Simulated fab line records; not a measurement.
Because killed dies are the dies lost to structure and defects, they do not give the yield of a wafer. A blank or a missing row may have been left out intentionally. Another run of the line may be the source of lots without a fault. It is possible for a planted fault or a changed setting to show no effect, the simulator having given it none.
fab line records	flow n5-finfet	part 1 of 2: steps 1 to 4 of 6
record: lots: 20	wafers: 60	last-day: 18
route steps=1938 shown BEOL_M0_SAQP@672 BEOL_M0@715
lots that met no fault: from a run of the same line without faults
start-h: the number of hours between the record's first day and the start of the first shown wafer of the lot	wait-h: hours elapsed since this lot's preceding step	" repeats the value in the row above	L1.1+2: several wafers, shown together as one row	- no value present, or no start provided	* or withheld: withheld	< > ~ a bound
route shown NAME@n: NAME is a module with steps in the file, n the number in the route of the first one	usual: mean/standard deviation taken from wafers without a fault	same: alike in all rows	chamber/n: place in a boat	sites: each site's reading	_std_site: their standard deviation	_edge_site: inner sites' mean taken away from outer sites' mean	radius-mm: how far each site lies from the wafer's centre	mask NAME#n: copy n	behind: the last tool/chamber to shape the wafer	hold: what put the lot on hold/how long, in hours/how the hold closed	device: names the non-switching transistor (n, p or np)	end of line: at the end of the route, the tests of the same wafers	a step with no rows: only its recipe	killed: the dies lost at the first sort to structure and to defects; this is not the yield of the wafer	map: per-die view of a wafer (x killed, . not killed, _ where there is no die)
set.NAME: the run value of the setting; set.NAME@STEP: its run value at that earlier step	model.NAME: the simulator's own value behind a step, which no gauge read
the route's steps for a sample of lots (tables are steps, rows are wafers)
services: when a tool's chamber went out of use (start-h, in hours from the record's first day, below 0 if earlier), for how many hours, and the reason
== steps ==
step: N5_BEOL_M0_SAQP_ETCH_106
recipe: chemistry: N2/H2	target: SOC	target-depth-a: 1500	stop-on: SiNx	ion-energy-ev: 100	bias-w: 61	pressure-mtorr: 30	source-w: 850	n2-flow-sccm: 200	h2-flow-sccm: 200
usual: drypump-motor-current-A: 5.64/0.28	oes-product-au: 0.74/0.094	rf-vpp-V: 240.5/1.3	showerhead-plenum-p-Torr: 2.54/0.087	throttle-valve-pct: 17.88/0.19
lot.wafer	tool	chamber	start-h	wait-h	drypump-motor-current-A	oes-product-au	rf-hours-counter-h	rf-vpp-V	showerhead-plenum-p-Torr	throttle-valve-pct
L074.3	rie-diel-05	3	149.02	-	6.32	0.66	249	239.2	2.41	18.33
L074.4	"	0	"	"	5.32	0.73	161	240.6	2.52	17.63
L074.5	"	2	"	"	5.89	0.74	-	240.8	2.53	17.51
L075.3	rie-diel-04	2	149.24	-	5.82	0.68	236	240.8	2.52	17.89
L075.4	"	1	"	"	5.92	0.72	160	242.8	2.66	17.83
L075.6	"	1	"	"	5.96	0.72	-	240.8	2.66	17.83
L076.1	rie-diel-02	0	149.28	-	5.28	0.71	179	239.0	2.44	17.89
L076.2	"	1	"	"	5.87	0.67	224	241.1	2.63	17.84
L076.5	"	1	"	"	5.84	0.67	-	241.5	2.63	17.84
L078.1	rie-diel-04	0	149.59	-	5.66	0.71	175	240.8	2.52	18.02
L078.4	"	2	"	"	5.78	0.68	236	241.1	2.52	17.90
L078.5	"	1	"	"	5.93	0.73	-	242.1	2.66	17.83
L077.1	rie-diel-02	3	150.23	-	5.49	0.66	249	240.0	2.50	18.17
L077.3	"	2	"	"	5.71	0.68	229	241.3	2.63	18.03
L077.6	"	0	"	"	5.30	0.72	-	238.8	2.44	17.88
L080.1	rie-diel-02	2	150.96	-	5.69	0.68	230	240.5	2.63	18.03
L080.4	"	3	"	"	5.51	0.66	249	238.8	2.50	18.18
L080.5	"	1	"	"	5.84	0.66	-	239.9	2.63	17.85
L079.1	rie-diel-02	2	151.32	-	5.70	0.68	230	242.1	2.63	18.03
L079.3	"	0	"	"	5.29	0.71	180	239.4	2.44	17.89
L079.5	"	1	"	"	5.79	0.67	-	242.2	2.63	17.83
L082.1	rie-diel-04	3	155.74	-	5.49	0.71	213	239.9	2.41	18.12
L082.4	"	2	"	"	5.79	0.67	239	238.9	2.52	17.89
L082.5	"	3	"	"	5.49	0.71	-	239.2	2.41	18.13
L081.1	rie-diel-05	0	158.50	-	5.32	0.72	167	242.1	2.52	17.64
L081.3	"	1	"	"	5.10	0.86	33	242.0	2.59	17.56
L081.6	"	1	"	"	5.09	0.86	-	239.8	2.59	17.57
L083.3	rie-diel-02	2	167.67	-	5.70	0.67	237	241.9	2.62	18.05
L083.5	"	3	"	"	5.50	0.66	-	239.2	2.49	18.18
L083.6	"	2	"	"	5.71	0.67	-	242.7	2.62	18.05
L084.2	rie-diel-05	0	170.59	-	5.34	0.72	172	240.8	2.52	17.64
L084.5	"	0	"	"	5.35	0.72	-	240.1	2.52	17.65
L084.6	"	3	"	"	6.33	0.96	-	242.8	2.73	17.88
L085.2	rie-diel-04	3	181.17	-	5.51	0.71	220	238.5	2.41	18.15
L085.3	"	2	"	"	5.74	0.67	247	241.4	2.52	17.93
L085.5	"	2	"	"	5.77	0.67	-	240.3	2.52	17.91
L087.3	rie-diel-04	3	190.48	-	5.50	0.70	223	239.1	2.41	18.14
L087.4	"	2	"	"	5.77	0.68	249	240.5	2.52	17.91
L087.5	"	0	"	"	5.71	0.69	-	240.1	2.51	18.05
L088.1	rie-diel-04	0	194.77	-	5.68	0.69	191	239.7	2.51	18.07
L088.2	"	3	"	"	5.50	0.70	224	239.4	2.41	18.15
L088.3	"	1	"	"	5.91	0.71	175	241.2	2.66	17.88
L090.1	rie-diel-02	3	209.39	-	5.49	0.96	1	240.0	2.49	17.77
L090.2	"	0	"	"	5.31	0.70	191	239.0	2.43	17.89
L090.6	"	1	"	"	5.86	0.65	-	239.6	2.62	17.89
L091.1	rie-diel-04	0	214.86	-	5.69	0.69	195	238.9	2.51	18.06
L091.4	"	1	"	"	5.93	0.71	181	241.3	2.66	17.89
L091.5	"	3	"	"	5.48	0.70	-	240.2	2.41	18.16
L093.2	rie-diel-04	2	227.00	-	5.76	0.93	5	239.0	2.51	17.54
L093.3	"	1	"	"	5.93	0.70	183	241.8	2.65	17.89
L093.6	"	0	"	"	5.68	0.68	-	240.4	2.51	18.08
L094.1	rie-diel-05	2	233.04	-	5.89	0.73	169	240.1	2.52	17.56
L094.2	"	3	"	"	6.31	0.92	14	244.6	2.72	17.90
L094.4	"	1	"	"	5.11	0.83	51	241.5	2.58	17.60
L095.4	rie-diel-05	2	239.17	-	5.88	0.73	170	240.4	2.52	17.56
L095.5	"	3	"	"	6.31	0.90	-	242.3	2.72	17.91
L095.6	"	0	"	"	5.34	0.71	-	240.9	2.51	17.66
L097.2	rie-diel-02	0	249.52	-	5.30	0.70	201	238.1	2.43	17.94
L097.3	"	3	"	"	5.53	0.90	11	240.0	2.49	17.80
L097.6	"	2	"	"	5.67	0.95	-	241.9	2.62	17.60
step: N5_BEOL_M0_SAQP_INSPECT_42
recipe: mode: adi	inspect-instrument: brightfield
usual: raw-defect-count: 304/86
lot.wafer	tool	chamber	start-h	wait-h	raw-defect-count
L074.3	defect-inspect-01	-	152.07	0.0	266
L074.4	"	-	"	"	334
L074.5	"	-	"	"	275
L075.3	defect-inspect-02	-	153.29	0.0	505
L075.4	"	-	"	"	270
L075.6	"	-	"	"	336
L076.1	defect-inspect-01	-	153.61	0.1	205
L076.2	"	-	"	"	181
L076.5	"	-	"	"	298
L078.1	defect-inspect-01	-	153.78	0.1	449
L078.4	"	-	"	"	262
L078.5	"	-	"	"	360
L077.1	defect-inspect-01	-	154.18	0.1	364
L077.3	"	-	"	"	226
L077.6	"	-	"	"	295
L080.1	defect-inspect-02	-	154.35	0.1	224
L080.4	"	-	"	"	356
L080.5	"	-	"	"	338
L079.1	defect-inspect-01	-	154.57	0.1	223
L079.3	"	-	"	"	162
L079.5	"	-	"	"	165
L082.1	defect-inspect-02	-	157.52	0.1	284
L082.4	"	-	"	"	485
L082.5	"	-	"	"	386
L081.1	defect-inspect-02	-	160.13	0.1	237
L081.3	"	-	"	"	257
L081.6	"	-	"	"	183
L083.3	defect-inspect-01	-	170.29	0.0	347
L083.5	"	-	"	"	300
L083.6	"	-	"	"	316
L084.2	defect-inspect-01	-	172.05	0.0	372
L084.5	"	-	"	"	330
L084.6	"	-	"	"	251
L085.2	defect-inspect-01	-	183.80	0.0	348
L085.3	"	-	"	"	454
L085.5	"	-	"	"	381
L087.3	defect-inspect-01	-	192.06	0.0	400
L087.4	"	-	"	"	353
L087.5	"	-	"	"	368
L088.1	defect-inspect-01	-	196.37	0.1	471
L088.2	"	-	"	"	326
L088.3	"	-	"	"	339
L090.1	defect-inspect-01	-	210.84	0.1	326
L090.2	"	-	"	"	239
L090.6	"	-	"	"	196
L091.1	defect-inspect-02	-	216.66	0.1	287
L091.4	"	-	"	"	212
L091.5	"	-	"	"	263
L093.2	defect-inspect-01	-	228.51	0.0	433
L093.3	"	-	"	"	507
L093.6	"	-	"	"	294
L094.1	defect-inspect-01	-	235.36	0.1	311
L094.2	"	-	"	"	215
L094.4	"	-	"	"	243
L095.4	defect-inspect-02	-	240.62	0.0	345
L095.5	"	-	"	"	342
L095.6	"	-	"	"	278
L097.2	defect-inspect-01	-	251.09	0.0	277
L097.3	"	-	"	"	299
L097.6	"	-	"	"	239
step: N5_BEOL_M0_SAQP_ETCH_88
recipe: chemistry: N2/H2	target: underlayer	target-depth-a: 65	time-s: 5.2	ion-energy-ev: 200	mask-material: CAR-EUV	pressure-mtorr: 30	source-w: 840	bias-w: 150	n2-flow-sccm: 200	h2-flow-sccm: 200	ends: cleared
usual: drypump-motor-current-A: 5.6/0.32	etch-rf-on-time-s: 5.27/0.15	oes-product-au: 0.65/0.076	rf-vpp-V: 523.9/2.6	showerhead-plenum-p-Torr: 2.55/0.085	throttle-valve-pct: 17.87/0.22
lot.wafer	tool	chamber	start-h	wait-h	drypump-motor-current-A	etch-rf-on-time-s	oes-product-au	rf-hours-counter-h	rf-vpp-V	showerhead-plenum-p-Torr	throttle-valve-pct
L074.3	rie-diel-02	3	152.14	0.0	5.5	5.32	0.56	250	522.4	2.50	18.21
L074.4	"	2	"	"	5.6	5.18	0.59	230	526.0	2.63	18.07
L074.5	"	2	"	"	5.6	5.20	0.57	-	527.1	2.63	18.05
L075.3	rie-diel-05	1	153.75	0.0	5.1	5.14	0.74	30	525.0	2.59	17.58
L075.4	"	2	"	"	5.8	5.09	0.64	-	521.2	2.53	17.54
L075.6	"	0	"	"	5.3	5.22	0.63	-	523.6	2.52	17.67
L076.1	rie-diel-04	2	153.87	0.0	5.8	5.35	0.58	238	524.6	2.52	17.93
L076.2	"	1	"	"	5.9	5.30	0.63	162	527.9	2.66	17.87
L076.5	"	1	"	"	5.9	5.30	0.62	-	527.4	2.66	17.90
L078.1	rie-diel-02	1	154.09	0.0	5.9	5.32	0.57	226	523.5	2.63	17.90
L078.4	"	3	"	"	5.5	5.29	0.57	250	521.1	2.49	18.22
L078.5	"	3	"	"	5.5	5.34	0.57	-	522.3	2.49	18.21
L077.1	rie-diel-04	1	154.51	0.0	6.0	5.30	0.62	162	525.9	2.66	17.86
L077.3	"	0	"	"	5.7	5.51	0.60	178	523.4	2.52	18.06
L077.6	"	2	"	"	5.7	5.37	0.58	-	524.2	2.52	17.94
L080.1	rie-diel-05	0	154.55	0.0	5.3	5.23	0.63	164	524.5	2.52	17.67
L080.4	"	2	"	"	5.9	5.07	0.65	-	524.6	2.53	17.53
L080.5	"	0	"	"	5.3	5.25	0.64	-	524.7	2.52	17.67
L079.1	rie-diel-02	2	155.20	0.0	5.7	5.18	0.59	231	525.5	2.63	18.07
L079.3	"	1	"	"	5.8	5.37	0.56	226	526.1	2.63	17.87
L079.5	"	0	"	"	5.3	5.39	0.61	-	520.1	2.43	17.93
L082.1	rie-diel-05	1	157.67	0.0	5.1	5.08	0.74	33	523.6	2.59	17.59
L082.4	"	2	"	"	5.9	5.09	0.65	-	523.5	2.53	17.54
L082.5	"	0	"	"	5.3	5.25	0.63	-	521.3	2.52	17.68
L081.1	rie-diel-05	2	160.20	0.0	5.9	5.12	0.64	152	523.5	2.53	17.54
L081.3	"	0	"	"	5.3	5.23	0.64	168	521.5	2.52	17.67
L081.6	"	1	"	"	5.1	5.17	0.74	-	523.6	2.59	17.60
L083.3	rie-diel-05	0	170.37	0.0	5.3	5.30	0.61	172	522.9	2.52	17.69
L083.5	"	3	"	"	6.3	5.26	0.83	-	529.4	2.73	17.92
L083.6	"	2	"	"	5.9	5.14	0.63	-	524.3	2.53	17.56
L084.2	rie-diel-04	3	172.12	0.0	5.5	5.13	0.61	218	518.7	2.41	18.19
L084.5	"	3	"	"	5.5	5.15	0.60	-	520.2	2.41	18.18
L084.6	"	0	"	"	5.7	5.55	0.60	-	521.1	2.51	18.06
L085.2	rie-diel-05	0	183.89	0.0	5.3	5.22	0.61	176	524.8	2.52	17.71
L085.3	"	1	"	"	5.1	5.09	0.72	43	525.5	2.58	17.61
L085.5	"	3	"	"	6.3	5.27	0.81	-	529.6	2.72	17.91
L087.3	rie-diel-04	0	192.41	0.0	5.7	5.50	0.60	190	521.7	2.51	18.08
L087.4	"	2	"	"	5.8	5.37	0.58	250	523.7	2.52	17.94
L087.5	"	1	"	"	5.9	5.35	0.61	-	526.0	2.66	17.90
L088.1	rie-diel-05	0	196.44	0.0	5.3	5.28	0.61	179	523.7	2.52	17.70
L088.2	"	1	"	"	5.1	5.06	0.74	46	524.1	2.58	17.60
L088.3	"	3	"	"	6.3	5.25	0.81	10	530.5	2.72	17.92
L090.1	rie-diel-04	1	210.91	0.0	5.9	5.25	0.61	179	528.4	2.66	17.91
L090.2	"	3	"	"	5.5	5.11	0.61	228	519.6	2.41	18.20
L090.6	"	0	"	"	5.7	5.49	0.60	-	525.1	2.51	18.12
L091.1	rie-diel-05	3	216.73	0.0	6.3	5.37	0.78	12	528.6	2.72	17.91
L091.4	"	0	"	"	5.3	5.32	0.61	181	523.4	2.52	17.68
L091.5	"	1	"	"	5.1	5.13	0.73	-	524.7	2.58	17.61
L093.2	rie-diel-04	0	228.58	0.0	5.7	5.57	0.60	198	523.1	2.51	18.10
L093.3	"	2	"	"	5.8	5.19	0.81	5	521.0	2.51	17.59
L093.6	"	3	"	"	5.5	5.15	0.60	-	520.1	2.41	18.24
L094.1	rie-diel-05	1	235.43	0.0	5.1	5.09	0.72	52	524.3	2.58	17.64
L094.2	"	3	"	"	6.3	5.24	0.79	15	525.8	2.72	17.94
L094.4	"	2	"	"	5.9	5.06	0.63	169	521.9	2.52	17.59
L095.4	rie-diel-04	3	240.70	0.0	5.5	5.13	0.61	-	518.2	2.41	18.20
L095.5	"	1	"	"	5.9	5.33	0.61	-	524.7	2.65	17.94
L095.6	"	0	"	"	5.7	5.56	0.59	-	524.3	2.51	18.10
L097.2	rie-diel-02	3	251.49	0.0	5.5	5.11	0.78	12	524.2	2.49	17.84
L097.3	"	0	"	"	5.3	5.48	0.59	202	522.6	2.43	17.96
L097.6	"	2	"	"	5.7	5.24	0.80	-	524.8	2.62	17.65
step: N5_BEOL_M0_SAQP_ETCH_49
recipe: chemistry: CF4/O2	target-depth-a: 370	target: SiO2	pressure-mtorr: 40	source-w: 535	bias-w: 49	Ar_flow_sccm: 100	cf4-flow-sccm: 100	O2_flow_sccm: 10	ion-energy-ev: 100
usual: drypump-motor-current-A: 5.62/0.27	oes-product-au: 0.76/0.098	rf-vpp-V: 242.6/2.5	showerhead-plenum-p-Torr: 2.20/0.07	throttle-valve-pct: 15.89/0.22
lot.wafer	tool	chamber	start-h	wait-h	drypump-motor-current-A	oes-product-au	rf-hours-counter-h	rf-vpp-V	showerhead-plenum-p-Torr	throttle-valve-pct
L074.3	rie-diel-02	1	153.07	0.3	5.85	0.68	225	240.9	2.26	15.86
L074.4	"	0	"	"	5.26	0.72	180	244.3	2.11	15.98
L074.5	"	3	"	"	5.49	0.66	-	242.6	2.16	16.22
L075.3	rie-diel-02	0	154.86	0.5	5.29	0.73	181	244.2	2.11	15.97
L075.4	"	2	"	"	5.67	0.68	231	242.8	2.26	15.90
L075.6	"	2	"	"	5.68	0.69	-	242.6	2.26	15.91
L076.1	rie-diel-04	2	154.99	0.4	5.76	0.68	238	238.5	2.18	15.92
L076.2	"	0	"	"	5.70	0.73	178	246.7	2.19	16.17
L076.5	"	2	"	"	5.74	0.68	-	238.1	2.18	15.91
L078.1	rie-diel-05	0	155.25	0.4	5.32	0.74	165	245.5	2.20	15.81
L078.4	"	1	"	"	5.12	0.87	-	241.6	2.26	15.65
L078.5	"	2	"	"	5.90	0.73	-	237.8	2.20	15.66
L077.1	rie-diel-02	1	155.43	0.3	5.81	0.68	226	241.0	2.26	15.87
L077.3	"	3	"	"	5.46	0.66	251	241.7	2.16	16.24
L077.6	"	2	"	"	5.70	0.68	-	243.5	2.26	15.90
L080.1	rie-diel-02	0	155.81	0.4	5.32	0.73	182	243.9	2.11	16.00
L080.4	"	1	"	"	5.86	0.68	227	240.0	2.26	15.86
L080.5	"	1	"	"	5.82	0.68	-	240.3	2.26	15.86
L079.1	rie-diel-04	3	156.33	0.4	5.50	0.72	213	243.5	2.09	16.19
L079.3	"	2	"	"	5.73	0.69	239	240.4	2.18	15.91
L079.5	"	2	"	"	5.75	0.69	-	240.2	2.18	15.90
L082.1	rie-diel-02	0	158.44	0.3	5.29	0.73	183	243.4	2.11	15.98
L082.4	"	0	"	"	5.28	0.73	-	243.9	2.11	16.00
L082.5	"	2	"	"	5.64	0.68	-	243.5	2.26	15.91
L081.1	rie-diel-05	0	160.98	0.3	5.33	0.74	168	244.5	2.19	15.80
L081.3	"	1	"	"	5.11	0.86	35	242.0	2.26	15.66
L081.6	"	2	"	"	5.87	0.73	-	235.9	2.20	15.66
L083.3	rie-diel-05	3	171.14	0.3	6.35	0.98	3	246.7	2.34	15.78
L083.5	"	3	"	"	6.32	0.99	-	247.8	2.34	15.80
L083.6	"	0	"	"	5.33	0.73	-	243.9	2.19	15.83
L084.2	rie-diel-04	2	172.93	0.3	5.76	0.67	245	239.3	2.18	15.92
L084.5	"	3	"	"	5.50	0.71	-	244.6	2.09	16.20
L084.6	"	2	"	"	5.77	0.68	-	237.3	2.18	15.92
L085.2	rie-diel-04	3	184.77	0.4	5.50	0.72	221	244.8	2.09	16.20
L085.3	"	0	"	"	5.67	0.72	188	244.3	2.19	16.21
L085.5	"	1	"	"	5.92	0.73	-	244.9	2.29	15.82
L087.3	rie-diel-02	2	193.41	0.3	5.72	0.67	247	243.9	2.26	15.94
L087.4	"	0	"	"	5.31	0.71	-	244.7	2.11	15.99
L087.5	"	1	"	"	5.82	0.67	-	241.3	2.26	15.90
L088.1	rie-diel-04	0	197.22	0.3	5.69	0.70	191	242.8	2.19	16.20
L088.2	"	3	"	"	5.49	0.70	225	243.2	2.09	16.20
L088.3	"	1	"	"	5.94	0.72	176	243.4	2.29	15.82
L090.1	rie-diel-04	3	211.68	0.3	5.53	0.70	228	244.1	2.09	16.20
L090.2	"	2	"	"	5.77	0.98	1	239.0	2.18	15.46
L090.6	"	3	"	"	5.48	0.70	-	245.4	2.09	16.21
L091.1	rie-diel-05	3	217.50	0.3	6.33	0.93	12	248.4	2.34	15.79
L091.4	"	1	"	"	5.10	0.84	49	240.4	2.25	15.68
L091.5	"	0	"	"	5.32	0.72	-	244.9	2.19	15.84
L093.2	rie-diel-04	0	229.61	0.4	5.70	0.70	198	244.5	2.18	16.21
L093.3	"	3	"	"	5.52	0.70	232	244.3	2.09	16.23
L093.6	"	2	"	"	5.78	0.94	-	240.5	2.17	15.48
L094.1	rie-diel-02	3	236.26	0.3	5.48	0.93	8	241.5	2.16	15.77
L094.2	"	0	"	"	5.30	0.71	198	244.9	2.10	16.00
L094.4	"	0	"	"	5.30	0.72	-	244.0	2.10	16.01
L095.4	rie-diel-02	0	241.74	0.6	5.29	0.71	-	243.1	2.10	16.01
L095.5	"	2	"	"	5.70	0.95	-	243.1	2.26	15.44
L095.6	"	3	"	"	5.51	0.93	-	241.0	2.16	15.78
L097.2	rie-diel-04	1	252.26	0.3	5.91	0.72	190	243.1	2.28	15.84
L097.3	"	3	"	"	5.50	0.70	238	244.5	2.08	16.22
L097.6	"	1	"	"	5.91	0.72	-	245.1	2.28	15.85
